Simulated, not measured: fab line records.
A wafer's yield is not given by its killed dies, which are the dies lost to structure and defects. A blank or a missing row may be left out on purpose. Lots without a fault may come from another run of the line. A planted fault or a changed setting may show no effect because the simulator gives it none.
fab line records :: flow n5_finfet
record:
  lots: 7
  wafers: 39
route steps=1938 shown SD_EPI_N@288 SD_EPI_P@323 SD_ACTIVATION@330
start_h: the number of hours between the record's first day and the start of the first shown wafer of the lot :: wait_h: how many hours have passed since the lot's step before this one :: " as in the row above :: L1.1+2: a single row standing in for several wafers :: - no value, or no start was given :: * or withheld: withheld :: < > ~ a bound
route shown NAME@n: names a module that has steps shown in the file, with the first one's number in the route :: usual: mean/standard deviation taken from wafers without a fault :: same: alike in all rows :: chamber/n: place in a boat :: sites: per-site readings :: _std_site: their standard deviation :: _edge_site: outer sites' mean less inner sites' :: radius_mm: how far each site lies from the wafer's centre :: mask NAME#n: copy n :: behind: the most recent tool/chamber to have shaped the wafer :: hold: why the lot went on hold/how many hours it stayed there/how the hold came to an end :: device: transistor that didn't switch, given as n, p or np :: end of line: the same wafers' tests at the end of the route :: for a step that has no rows: nothing shown but its recipe :: killed: dies that structure and defects cost at the first sort, which is not the same as the wafer's yield :: map: the dies of a wafer, with x for killed, . for not killed, _ for no die there
set.NAME: setting as actually run; set.NAME@STEP: the setting as run at that earlier step :: model.NAME: the simulator's own value behind a step, which no gauge read
lots where settings were altered on purpose, with a table for each step and a row for each wafer
== steps ==
step: N5_SD_EPI_N_EPI_21
recipe:
  material: Si:P
  dopant: P
  temp_c: 680
  pressure_torr: 255
  time_s: 690
lot.wafer: L074.1
tool: epi_rpcvd-02
chamber: 0
start_h: 50.98
wait_h: 0.1
set.pressure_torr: 207.3
model.Si-P_of_SD_EPI_N_EPI_21.thk_nm: 54.2

lot.wafer: L074.2+4+6
tool: epi_rpcvd-02
chamber: 0
start_h: 50.98
wait_h: 0.1
set.pressure_torr: 207.3
model.Si-P_of_SD_EPI_N_EPI_21.thk_nm: 54.4

lot.wafer: L074.3+5
tool: epi_rpcvd-02
chamber: 0
start_h: 50.98
wait_h: 0.1
set.pressure_torr: 207.3
model.Si-P_of_SD_EPI_N_EPI_21.thk_nm: 53.8

lot.wafer: L079.1+2+3
tool: epi_rpcvd-02
chamber: 0
start_h: 80.33
wait_h: 0.1
set.pressure_torr: 276.9
model.Si-P_of_SD_EPI_N_EPI_21.thk_nm: 61

lot.wafer: L079.4
tool: epi_rpcvd-02
chamber: 0
start_h: 80.33
wait_h: 0.1
set.pressure_torr: 276.9
model.Si-P_of_SD_EPI_N_EPI_21.thk_nm: 60.8

lot.wafer: L079.5
tool: epi_rpcvd-02
chamber: 0
start_h: 80.33
wait_h: 0.1
set.pressure_torr: 276.9
model.Si-P_of_SD_EPI_N_EPI_21.thk_nm: 60.4

lot.wafer: L079.6
tool: epi_rpcvd-02
chamber: 0
start_h: 80.33
wait_h: 0.1
set.pressure_torr: 276.9
model.Si-P_of_SD_EPI_N_EPI_21.thk_nm: 60.6

lot.wafer: L083.2
tool: epi_rpcvd-02
chamber: 0
start_h: 108.94
wait_h: 0.4
set.pressure_torr: 255
model.Si-P_of_SD_EPI_N_EPI_21.thk_nm: 57.4

lot.wafer: L083.4
tool: epi_rpcvd-02
chamber: 0
start_h: 108.94
wait_h: 0.4
set.pressure_torr: 255
model.Si-P_of_SD_EPI_N_EPI_21.thk_nm: 57.6

lot.wafer: L083.5
tool: epi_rpcvd-02
chamber: 0
start_h: 108.94
wait_h: 0.4
set.pressure_torr: 255
model.Si-P_of_SD_EPI_N_EPI_21.thk_nm: 58.4

lot.wafer: L085.1+2
tool: epi_rpcvd-03
chamber: 0
start_h: 118.33
wait_h: 0.2
set.pressure_torr: 208.4
model.Si-P_of_SD_EPI_N_EPI_21.thk_nm: 54.6

lot.wafer: L085.3+4
tool: epi_rpcvd-03
chamber: 0
start_h: 118.33
wait_h: 0.2
set.pressure_torr: 208.4
model.Si-P_of_SD_EPI_N_EPI_21.thk_nm: 54.8

lot.wafer: L085.5
tool: epi_rpcvd-03
chamber: 0
start_h: 118.33
wait_h: 0.2
set.pressure_torr: 208.4
model.Si-P_of_SD_EPI_N_EPI_21.thk_nm: 54.2

lot.wafer: L085.6
tool: epi_rpcvd-03
chamber: 0
start_h: 118.33
wait_h: 0.2
set.pressure_torr: 208.4
model.Si-P_of_SD_EPI_N_EPI_21.thk_nm: 54.4

lot.wafer: L087.1+2+3+5
tool: epi_rpcvd-04
chamber: 0
start_h: 129.01
wait_h: 0.2
set.pressure_torr: 273
model.Si-P_of_SD_EPI_N_EPI_21.thk_nm: 61

lot.wafer: L087.4
tool: epi_rpcvd-04
chamber: 0
start_h: 130.13
wait_h: 1.2
set.pressure_torr: 273
model.Si-P_of_SD_EPI_N_EPI_21.thk_nm: 60

lot.wafer: L087.6
tool: epi_rpcvd-04
chamber: 0
start_h: 130.13
wait_h: 1.2
set.pressure_torr: 273
model.Si-P_of_SD_EPI_N_EPI_21.thk_nm: 61.2

lot.wafer: L090.1+2+3
tool: epi_rpcvd-03
chamber: 0
start_h: 147.44
wait_h: 0.1
set.pressure_torr: 255
model.Si-P_of_SD_EPI_N_EPI_21.thk_nm: 59

lot.wafer: L090.4
tool: epi_rpcvd-03
chamber: 0
start_h: 147.44
wait_h: 0.1
set.pressure_torr: 255
model.Si-P_of_SD_EPI_N_EPI_21.thk_nm: 59.2

lot.wafer: L090.5
tool: epi_rpcvd-03
chamber: 0
start_h: 147.44
wait_h: 0.1
set.pressure_torr: 255
model.Si-P_of_SD_EPI_N_EPI_21.thk_nm: 58.4

lot.wafer: L090.6
tool: epi_rpcvd-03
chamber: 0
start_h: 147.44
wait_h: 0.1
set.pressure_torr: 255
model.Si-P_of_SD_EPI_N_EPI_21.thk_nm: 59.8

lot.wafer: L091.1+5
tool: epi_rpcvd-03
chamber: 0
start_h: 153.37
wait_h: 0.1
set.pressure_torr: 230.8
model.Si-P_of_SD_EPI_N_EPI_21.thk_nm: 57.2

lot.wafer: L091.2+4
tool: epi_rpcvd-03
chamber: 0
start_h: 153.37
wait_h: 0.1
set.pressure_torr: 230.8
model.Si-P_of_SD_EPI_N_EPI_21.thk_nm: 57

lot.wafer: L091.3
tool: epi_rpcvd-03
chamber: 0
start_h: 153.37
wait_h: 0.1
set.pressure_torr: 230.8
model.Si-P_of_SD_EPI_N_EPI_21.thk_nm: 56.4

lot.wafer: L091.6
tool: epi_rpcvd-03
chamber: 0
start_h: 153.37
wait_h: 0.1
set.pressure_torr: 230.8
model.Si-P_of_SD_EPI_N_EPI_21.thk_nm: 56.6
step: N5_SD_EPI_N_PRECLEAN_24
recipe:
  chemistry: O3/DIW
  time_s: 60
  temp_c: 22
  o3_ppm: 10
step: N5_SD_EPI_P_HM_STRIP_48
recipe:
  chemistry: H3PO4
  temp_c: 160
  material: SiNx
  target: SiNx
  target_depth_a: 30
  overetch_fraction: 0.3
step: N5_SD_EPI_P_SRD_49
recipe:
  dry: ipa_marangoni
  time_s: 30
  temp_c: 23
  rinse_liquid: diw
step: N5_SD_EPI_P_PRECLEAN_24
recipe:
  chemistry: O3/DIW
  time_s: 45
  temp_c: 22
  o3_ppm: 10
lot.wafer: L074.1+2+4+6
tool: wet_bench-05
chamber: 5,7,6,3
start_h: 57.82
wait_h: 0.0
set.pressure_torr@SD_EPI_N_EPI_21: 207.3
model.Si-P_of_SD_EPI_N_EPI_21.thk_nm: 53.6

lot.wafer: L074.3
tool: wet_bench-05
chamber: 4
start_h: 57.82
wait_h: 0.0
set.pressure_torr@SD_EPI_N_EPI_21: 207.3
model.Si-P_of_SD_EPI_N_EPI_21.thk_nm: 53

lot.wafer: L074.5
tool: wet_bench-05
chamber: 0
start_h: 57.82
wait_h: 0.0
set.pressure_torr@SD_EPI_N_EPI_21: 207.3
model.Si-P_of_SD_EPI_N_EPI_21.thk_nm: 53.2

lot.wafer: L079.1
tool: wet_bench-06
chamber: 5
start_h: 87.70
wait_h: 0.0
set.pressure_torr@SD_EPI_N_EPI_21: 276.9
model.Si-P_of_SD_EPI_N_EPI_21.thk_nm: 60.2

lot.wafer: L079.2+3+4
tool: wet_bench-06
chamber: 2,6,3
start_h: 87.70
wait_h: 0.0
set.pressure_torr@SD_EPI_N_EPI_21: 276.9
model.Si-P_of_SD_EPI_N_EPI_21.thk_nm: 60

lot.wafer: L079.5
tool: wet_bench-06
chamber: 4
start_h: 87.70
wait_h: 0.0
set.pressure_torr@SD_EPI_N_EPI_21: 276.9
model.Si-P_of_SD_EPI_N_EPI_21.thk_nm: 59.4

lot.wafer: L079.6
tool: wet_bench-06
chamber: 1
start_h: 87.70
wait_h: 0.0
set.pressure_torr@SD_EPI_N_EPI_21: 276.9
model.Si-P_of_SD_EPI_N_EPI_21.thk_nm: 59.6

lot.wafer: L083.2
tool: wet_bench-05
chamber: 3
start_h: 116.05
wait_h: 0.0
set.pressure_torr@SD_EPI_N_EPI_21: 255
model.Si-P_of_SD_EPI_N_EPI_21.thk_nm: 56.6

lot.wafer: L083.4
tool: wet_bench-05
chamber: 0
start_h: 116.05
wait_h: 0.0
set.pressure_torr@SD_EPI_N_EPI_21: 255
model.Si-P_of_SD_EPI_N_EPI_21.thk_nm: 56.8

lot.wafer: L083.5
tool: wet_bench-05
chamber: 2
start_h: 116.05
wait_h: 0.0
set.pressure_torr@SD_EPI_N_EPI_21: 255
model.Si-P_of_SD_EPI_N_EPI_21.thk_nm: 57.4

lot.wafer: L085.1+2
tool: wet_bench-06
chamber: 1,6
start_h: 127.14
wait_h: 0.0
set.pressure_torr@SD_EPI_N_EPI_21: 208.4
model.Si-P_of_SD_EPI_N_EPI_21.thk_nm: 53.8

lot.wafer: L085.3
tool: wet_bench-06
chamber: 7
start_h: 127.14
wait_h: 0.0
set.pressure_torr@SD_EPI_N_EPI_21: 208.4
model.Si-P_of_SD_EPI_N_EPI_21.thk_nm: 54

lot.wafer: L085.4
tool: wet_bench-06
chamber: 2
start_h: 127.14
wait_h: 0.0
set.pressure_torr@SD_EPI_N_EPI_21: 208.4
model.Si-P_of_SD_EPI_N_EPI_21.thk_nm: 54.2

lot.wafer: L085.5+6
tool: wet_bench-06
chamber: 5,0
start_h: 127.14
wait_h: 0.0
set.pressure_torr@SD_EPI_N_EPI_21: 208.4
model.Si-P_of_SD_EPI_N_EPI_21.thk_nm: 53.6

lot.wafer: L087.1+2
tool: wet_bench-06
chamber: 1,4
start_h: 136.14
wait_h: 0.0
set.pressure_torr@SD_EPI_N_EPI_21: 273
model.Si-P_of_SD_EPI_N_EPI_21.thk_nm: 60.2

lot.wafer: L087.3+5
tool: wet_bench-06
chamber: 0,5
start_h: 136.14
wait_h: 0.0
set.pressure_torr@SD_EPI_N_EPI_21: 273
model.Si-P_of_SD_EPI_N_EPI_21.thk_nm: 60

lot.wafer: L087.4
tool: wet_bench-06
chamber: 3
start_h: 136.14
wait_h: 0.0
set.pressure_torr@SD_EPI_N_EPI_21: 273
model.Si-P_of_SD_EPI_N_EPI_21.thk_nm: 59.2

lot.wafer: L087.6
tool: wet_bench-06
chamber: 2
start_h: 136.14
wait_h: 0.0
set.pressure_torr@SD_EPI_N_EPI_21: 273
model.Si-P_of_SD_EPI_N_EPI_21.thk_nm: 60.4

lot.wafer: L090.1+2+3
tool: wet_bench-05
chamber: 2,3,5
start_h: 154.51
wait_h: 0.0
set.pressure_torr@SD_EPI_N_EPI_21: 255
model.Si-P_of_SD_EPI_N_EPI_21.thk_nm: 58.2

lot.wafer: L090.4
tool: wet_bench-05
chamber: 1
start_h: 154.51
wait_h: 0.0
set.pressure_torr@SD_EPI_N_EPI_21: 255
model.Si-P_of_SD_EPI_N_EPI_21.thk_nm: 58.4

lot.wafer: L090.5
tool: wet_bench-05
chamber: 4
start_h: 154.51
wait_h: 0.0
set.pressure_torr@SD_EPI_N_EPI_21: 255
model.Si-P_of_SD_EPI_N_EPI_21.thk_nm: 57.6

lot.wafer: L090.6
tool: wet_bench-05
chamber: 0
start_h: 154.51
wait_h: 0.0
set.pressure_torr@SD_EPI_N_EPI_21: 255
model.Si-P_of_SD_EPI_N_EPI_21.thk_nm: 58.8

lot.wafer: L091.1+5
tool: wet_bench-06
chamber: 4,2
start_h: 160.49
wait_h: 0.0
set.pressure_torr@SD_EPI_N_EPI_21: 230.8
model.Si-P_of_SD_EPI_N_EPI_21.thk_nm: 56.4

lot.wafer: L091.2+4
tool: wet_bench-06
chamber: 1,3
start_h: 160.49
wait_h: 0.0
set.pressure_torr@SD_EPI_N_EPI_21: 230.8
model.Si-P_of_SD_EPI_N_EPI_21.thk_nm: 56.2

lot.wafer: L091.3
tool: wet_bench-06
chamber: 7
start_h: 160.49
wait_h: 0.0
set.pressure_torr@SD_EPI_N_EPI_21: 230.8
model.Si-P_of_SD_EPI_N_EPI_21.thk_nm: 55.6

lot.wafer: L091.6
tool: wet_bench-06
chamber: 0
start_h: 160.49
wait_h: 0.0
set.pressure_torr@SD_EPI_N_EPI_21: 230.8
model.Si-P_of_SD_EPI_N_EPI_21.thk_nm: 56
step: N5_SD_EPI_P_PRECLEAN_32
recipe:
  chemistry: dHF
  time_s: 10
  dilution: 500:1
  temp_c: 25
step: N5_SD_EPI_P_PRECLEAN_33
recipe:
  chemistry: SC2
  time_s: 45
  temp_c: 35
  mix: 1:1:50
step: N5_SD_ACTIVATION_RTA_00
recipe:
  temp_c: 975
  time_s: 0
  ambient: N2
  idle_temp_c: 600
  ramp_up_c_per_s: 150
  ramp_down_c_per_s: 60
  cool_to_c: 600
step: N5_SD_ACTIVATION_LSA_01
recipe:
  temp_c: 1080
  time_s: 0.0008
  ambient: N2
step: N5_SD_ACTIVATION_RS_MEAS_03
recipe:
  thk_meas_gauge: four-point-probe
usual:
  RS_SD_N: 21.94/0.24
  RS_SD_P: 56.1/0.78
lot.wafer: L074.1
tool: film_metro-01
chamber: -
start_h: 58.43
wait_h: 0.2
set.pressure_torr@SD_EPI_N_EPI_21: 207.3
RS_SD_N[ohm/sq]: 23.92
RS_SD_P[ohm/sq]: 55.9

lot.wafer: L074.2
tool: film_metro-01
chamber: -
start_h: 58.43
wait_h: 0.2
set.pressure_torr@SD_EPI_N_EPI_21: 207.3
RS_SD_N[ohm/sq]: 23.95
RS_SD_P[ohm/sq]: 55.0

lot.wafer: L074.3
tool: film_metro-01
chamber: -
start_h: 58.43
wait_h: 0.2
set.pressure_torr@SD_EPI_N_EPI_21: 207.3
RS_SD_N[ohm/sq]: 24.30
RS_SD_P[ohm/sq]: 54.6

lot.wafer: L074.4
tool: film_metro-01
chamber: -
start_h: 58.43
wait_h: 0.2
set.pressure_torr@SD_EPI_N_EPI_21: 207.3
RS_SD_N[ohm/sq]: 24.35
RS_SD_P[ohm/sq]: 54.8

lot.wafer: L074.5
tool: film_metro-01
chamber: -
start_h: 58.43
wait_h: 0.2
set.pressure_torr@SD_EPI_N_EPI_21: 207.3
RS_SD_N[ohm/sq]: 24.33
RS_SD_P[ohm/sq]: 54.9

lot.wafer: L074.6
tool: film_metro-01
chamber: -
start_h: 58.43
wait_h: 0.2
set.pressure_torr@SD_EPI_N_EPI_21: 207.3
RS_SD_N[ohm/sq]: 24.00
RS_SD_P[ohm/sq]: 54.7

lot.wafer: L079.1
tool: film_metro-02
chamber: -
start_h: 88.19
wait_h: 0.2
set.pressure_torr@SD_EPI_N_EPI_21: 276.9
RS_SD_N[ohm/sq]: 20.89
RS_SD_P[ohm/sq]: 57.0

lot.wafer: L079.2
tool: film_metro-02
chamber: -
start_h: 88.19
wait_h: 0.2
set.pressure_torr@SD_EPI_N_EPI_21: 276.9
RS_SD_N[ohm/sq]: 20.98
RS_SD_P[ohm/sq]: 56.7

lot.wafer: L079.3
tool: film_metro-02
chamber: -
start_h: 88.19
wait_h: 0.2
set.pressure_torr@SD_EPI_N_EPI_21: 276.9
RS_SD_N[ohm/sq]: 21.11
RS_SD_P[ohm/sq]: 57.2

lot.wafer: L079.4
tool: film_metro-02
chamber: -
start_h: 88.19
wait_h: 0.2
set.pressure_torr@SD_EPI_N_EPI_21: 276.9
RS_SD_N[ohm/sq]: 20.97
RS_SD_P[ohm/sq]: 56.5

lot.wafer: L079.5
tool: film_metro-02
chamber: -
start_h: 88.19
wait_h: 0.2
set.pressure_torr@SD_EPI_N_EPI_21: 276.9
RS_SD_N[ohm/sq]: 21.17
RS_SD_P[ohm/sq]: 55.9

lot.wafer: L079.6
tool: film_metro-02
chamber: -
start_h: 88.19
wait_h: 0.2
set.pressure_torr@SD_EPI_N_EPI_21: 276.9
RS_SD_N[ohm/sq]: 21.11
RS_SD_P[ohm/sq]: 55.6

lot.wafer: L083.2
tool: film_metro-02
chamber: -
start_h: 116.57
wait_h: 0.2
set.pressure_torr@SD_EPI_N_EPI_21: 255
RS_SD_N[ohm/sq]: 22.69
RS_SD_P[ohm/sq]: 56.5

lot.wafer: L083.4
tool: film_metro-02
chamber: -
start_h: 116.57
wait_h: 0.2
set.pressure_torr@SD_EPI_N_EPI_21: 255
RS_SD_N[ohm/sq]: 22.69
RS_SD_P[ohm/sq]: 56.2

lot.wafer: L083.5
tool: film_metro-02
chamber: -
start_h: 116.57
wait_h: 0.2
set.pressure_torr@SD_EPI_N_EPI_21: 255
RS_SD_N[ohm/sq]: 22.18
RS_SD_P[ohm/sq]: 56.9

lot.wafer: L085.1
tool: film_metro-02
chamber: -
start_h: 127.65
wait_h: 0.2
set.pressure_torr@SD_EPI_N_EPI_21: 208.4
RS_SD_N[ohm/sq]: 24.15
RS_SD_P[ohm/sq]: 56.3

lot.wafer: L085.2
tool: film_metro-02
chamber: -
start_h: 127.65
wait_h: 0.2
set.pressure_torr@SD_EPI_N_EPI_21: 208.4
RS_SD_N[ohm/sq]: 23.96
RS_SD_P[ohm/sq]: 56.0

lot.wafer: L085.3
tool: film_metro-02
chamber: -
start_h: 127.65
wait_h: 0.2
set.pressure_torr@SD_EPI_N_EPI_21: 208.4
RS_SD_N[ohm/sq]: 24.03
RS_SD_P[ohm/sq]: 55.2

lot.wafer: L085.4
tool: film_metro-02
chamber: -
start_h: 127.65
wait_h: 0.2
set.pressure_torr@SD_EPI_N_EPI_21: 208.4
RS_SD_N[ohm/sq]: 23.83
RS_SD_P[ohm/sq]: 56.2

lot.wafer: L085.5
tool: film_metro-02
chamber: -
start_h: 127.65
wait_h: 0.2
set.pressure_torr@SD_EPI_N_EPI_21: 208.4
RS_SD_N[ohm/sq]: 24.31
RS_SD_P[ohm/sq]: 55.8

lot.wafer: L085.6
tool: film_metro-02
chamber: -
start_h: 127.65
wait_h: 0.2
set.pressure_torr@SD_EPI_N_EPI_21: 208.4
RS_SD_N[ohm/sq]: 24.10
RS_SD_P[ohm/sq]: 55.8

lot.wafer: L087.1
tool: film_metro-01
chamber: -
start_h: 136.64
wait_h: 0.2
set.pressure_torr@SD_EPI_N_EPI_21: 273
RS_SD_N[ohm/sq]: 21.07
RS_SD_P[ohm/sq]: 56.8

lot.wafer: L087.2
tool: film_metro-01
chamber: -
start_h: 136.64
wait_h: 0.2
set.pressure_torr@SD_EPI_N_EPI_21: 273
RS_SD_N[ohm/sq]: 21.08
RS_SD_P[ohm/sq]: 55.4

lot.wafer: L087.3
tool: film_metro-01
chamber: -
start_h: 136.64
wait_h: 0.2
set.pressure_torr@SD_EPI_N_EPI_21: 273
RS_SD_N[ohm/sq]: 21.00
RS_SD_P[ohm/sq]: 54.7

lot.wafer: L087.4
tool: film_metro-01
chamber: -
start_h: 136.64
wait_h: 0.2
set.pressure_torr@SD_EPI_N_EPI_21: 273
RS_SD_N[ohm/sq]: 21.26
RS_SD_P[ohm/sq]: 55.4

lot.wafer: L087.5
tool: film_metro-01
chamber: -
start_h: 136.64
wait_h: 0.2
set.pressure_torr@SD_EPI_N_EPI_21: 273
RS_SD_N[ohm/sq]: 20.90
RS_SD_P[ohm/sq]: 55.8

lot.wafer: L087.6
tool: film_metro-01
chamber: -
start_h: 136.64
wait_h: 0.2
set.pressure_torr@SD_EPI_N_EPI_21: 273
RS_SD_N[ohm/sq]: 20.86
RS_SD_P[ohm/sq]: 57.2

lot.wafer: L090.1
tool: film_metro-02
chamber: -
start_h: 155.01
wait_h: 0.2
set.pressure_torr@SD_EPI_N_EPI_21: 255
RS_SD_N[ohm/sq]: 22.14
RS_SD_P[ohm/sq]: 56.7

lot.wafer: L090.2
tool: film_metro-02
chamber: -
start_h: 155.01
wait_h: 0.2
set.pressure_torr@SD_EPI_N_EPI_21: 255
RS_SD_N[ohm/sq]: 21.89
RS_SD_P[ohm/sq]: 55.4

lot.wafer: L090.3
tool: film_metro-02
chamber: -
start_h: 155.01
wait_h: 0.2
set.pressure_torr@SD_EPI_N_EPI_21: 255
RS_SD_N[ohm/sq]: 21.88
RS_SD_P[ohm/sq]: 55.8

lot.wafer: L090.4
tool: film_metro-02
chamber: -
start_h: 155.01
wait_h: 0.2
set.pressure_torr@SD_EPI_N_EPI_21: 255
RS_SD_N[ohm/sq]: 21.92
RS_SD_P[ohm/sq]: 55.3

lot.wafer: L090.5
tool: film_metro-02
chamber: -
start_h: 155.01
wait_h: 0.2
set.pressure_torr@SD_EPI_N_EPI_21: 255
RS_SD_N[ohm/sq]: 22.29
RS_SD_P[ohm/sq]: 56.6

lot.wafer: L090.6
tool: film_metro-02
chamber: -
start_h: 155.01
wait_h: 0.2
set.pressure_torr@SD_EPI_N_EPI_21: 255
RS_SD_N[ohm/sq]: 21.80
RS_SD_P[ohm/sq]: 56.2

lot.wafer: L091.1
tool: film_metro-01
chamber: -
start_h: 161.23
wait_h: 0.2
set.pressure_torr@SD_EPI_N_EPI_21: 230.8
RS_SD_N[ohm/sq]: 22.75
RS_SD_P[ohm/sq]: 55.2

lot.wafer: L091.2
tool: film_metro-01
chamber: -
start_h: 161.23
wait_h: 0.2
set.pressure_torr@SD_EPI_N_EPI_21: 230.8
RS_SD_N[ohm/sq]: 22.88
RS_SD_P[ohm/sq]: 55.6

lot.wafer: L091.3
tool: film_metro-01
chamber: -
start_h: 161.23
wait_h: 0.2
set.pressure_torr@SD_EPI_N_EPI_21: 230.8
RS_SD_N[ohm/sq]: 23.02
RS_SD_P[ohm/sq]: 55.2

lot.wafer: L091.4
tool: film_metro-01
chamber: -
start_h: 161.23
wait_h: 0.2
set.pressure_torr@SD_EPI_N_EPI_21: 230.8
RS_SD_N[ohm/sq]: 22.76
RS_SD_P[ohm/sq]: 55.5

lot.wafer: L091.5
tool: film_metro-01
chamber: -
start_h: 161.23
wait_h: 0.2
set.pressure_torr@SD_EPI_N_EPI_21: 230.8
RS_SD_N[ohm/sq]: 22.74
RS_SD_P[ohm/sq]: 54.7

lot.wafer: L091.6
tool: film_metro-01
chamber: -
start_h: 161.23
wait_h: 0.2
set.pressure_torr@SD_EPI_N_EPI_21: 230.8
RS_SD_N[ohm/sq]: 23.06
RS_SD_P[ohm/sq]: 55.3
== key ==
split:
  step: N5_SD_EPI_N_EPI_21
  setting: pressure_torr
  stated: 255
  by: lot
response:
  step: N5_SD_EPI_N_EPI_21
  reading: model.Si-P_of_SD_EPI_N_EPI_21.thk_nm
  change: +0.241
  per: 1%
  r: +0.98
response:
  step: N5_SD_EPI_P_PRECLEAN_24
  reading: model.Si-P_of_SD_EPI_N_EPI_21.thk_nm
  change: +0.234
  per: 1%
  r: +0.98
response:
  step: N5_SD_ACTIVATION_RS_MEAS_03
  reading: RS_SD_N
  change: -0.113
  per: 1%
  r: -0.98
